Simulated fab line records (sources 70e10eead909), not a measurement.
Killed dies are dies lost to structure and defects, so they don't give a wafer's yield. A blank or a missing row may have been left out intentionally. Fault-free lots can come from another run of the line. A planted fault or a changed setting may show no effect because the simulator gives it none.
The tool behind it: which one? :: flow nand harc :: at 1 step of a route of 1302, 7 lots with 21 wafers sampled

== WHAT THE GAUGES SHOWED, per wafer ==
NHARC_P_STI_OVL_MEAS_10.
lot: L207
measured: day 3 09:48
on: overlay-01
overlay x nm (nm): 0 1 1

lot: L209
measured: day 4 01:56
on: overlay-02
overlay x nm (nm): 7 7 6

lot: L212
measured: day 5 08:57
on: overlay-02
overlay x nm (nm): 6 6 6

lot: L214
measured: day 6 02:54
on: overlay-02
overlay x nm (nm): 17 17 17

lot: L216
measured: day 6 23:05
on: overlay-01
overlay x nm (nm): -4 -4 -4

lot: L220
measured: day 8 14:51
on: overlay-01
overlay x nm (nm): 0 0 0

lot: L222
measured: day 9 11:35
on: overlay-01
overlay x nm (nm): 8 8 9

== WHAT TOOL EACH LOT RAN ON (gives the tool, then ch and the chambers of the sampled wafers, and finally the start) ==
Record: no process step prior to these readings.

== THE ANSWER, worked out from the rows above alone ==
Rule: the usual values come from the lots themselves. The widest of any qualifying gaps counts: lots, ordered by their means at a reading, are off when they make up no more than a third of the lots, leave a main group of 4 or more, and stand apart from it by 3 or more times the standard deviation of that group's means. If all means in a main group match to the digits the tables above print for the reading, that group is not used. A lot without any number at a reading at which 4 lots or more have one is off too. Any other lot the step has rows for is counted as sound.
Nothing can be told from this: no lot is off at any reading shown.

== WHAT THE SIMULATOR PUT IN ==
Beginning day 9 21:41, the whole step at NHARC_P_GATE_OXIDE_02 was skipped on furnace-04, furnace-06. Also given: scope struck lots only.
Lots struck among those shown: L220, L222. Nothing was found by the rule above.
